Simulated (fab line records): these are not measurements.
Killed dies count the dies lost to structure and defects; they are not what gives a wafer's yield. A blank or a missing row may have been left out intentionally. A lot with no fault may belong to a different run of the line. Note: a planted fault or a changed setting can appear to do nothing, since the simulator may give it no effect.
Problem report, 8D (eight disciplines) form, completed by code -- flow n5Finfet -- the parts of the form that need people (team, actions taken, sign-off) are left out

1. THE PROBLEM
Mean of timeToEndpointS at N5_ILD0_CMP_12: 56.3 s across 6 wafers in 2 lots; on wafers with no fault it is 28.3 s (standard deviation 2.2). Measured from the usual mean, that is +13 standard deviations.
The step: polishes SiNx, stops on poly-Si, t overpolish 6 s, target thk 17.67 nm.
First seen on wafer L258.2, day 6 00:31, on cmp-04. Wafers with a number at this step in the record: 30, from 10 lots. The rule behind "out" and "out of limits": a value lying over 4 standard deviations away from the usual mean. The other wafers with a number count as sound.

2. WHAT THIS IS AND IS NOT
question,is,is not
which readings at this step,timeToEndpointS,"motorCurrentA, overpolishRunS, retainingRingPressureFrac"
which lots,"L258, L259","L251, L252, L253, L264, L265, L266, L269, L271"
which wafers of those lots,all that have a number,-
read on which tools,cmp-04,"cmp-01, cmp-03"
when,from day 6 00:31,"up to then (9 sound wafers); but 15 sound wafers of L264, L265, L266, L269, L271 came after"

3. WHAT RULES OUT EACH SUSPECT
Counting: a tool at a process step up to the reading stays a suspect if it ran every lot that is out and no sound lot after the first of them.
- cmp-04 at N5_ILD0_CMP_12 (polishes SiNx, stops on poly-Si, t overpolish 6 s, target thk 17.67 nm): kept. It processed each lot that is out, first L258 at day 6 00:31, and no sound lot thereafter; up to then, the last sound lot it processed was L252 at day 4 12:47. On those wafers its own readings are out: timeToEndpointS.
The count leaves cmp-04 at N5_ILD0_CMP_12.

4. THE CAUSE (what the simulator had put in)
Drift in process parameters on cmp-04 at N5_ILD0_CMP_12, starting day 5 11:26. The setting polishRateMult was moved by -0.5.
Only this tool survived the counting.

5. THE EFFECT CHAIN, in route order
Each row: a reading where the mean over the struck wafers with a number is more than 3 standard deviations away from the usual. Readings are gone through only where the record gives a usual standard deviation; hours: the median, over the lots, of the time from a lot's start at the first step in this table giving one to that lot's start at this step; sigmas: the change measured in usual standard deviations.
hours,step,reading,usual,on struck wafers,change,sigmas
0,N5_ILD0_CMP_12,timeToEndpointS,28.3 s,56.3,+28.0,+13
Here are the process steps it includes:
- N5_ILD0_CMP_12: polishes SiNx, stops on poly-Si, t overpolish 6 s, target thk 17.67 nm.
Later steps that measure or inspect, where all struck wafers having a row at the step show a number for every such reading and not one has moved that far: N5_ILD0_INSPECT_06, N5_BEOL_M4_RC_MEAS_101.

6. WHAT WOULD HAVE CAUGHT IT SOONER
First out-of-limits reading in this record: day 6 00:31, which is 13 hours after fault onset at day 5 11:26.
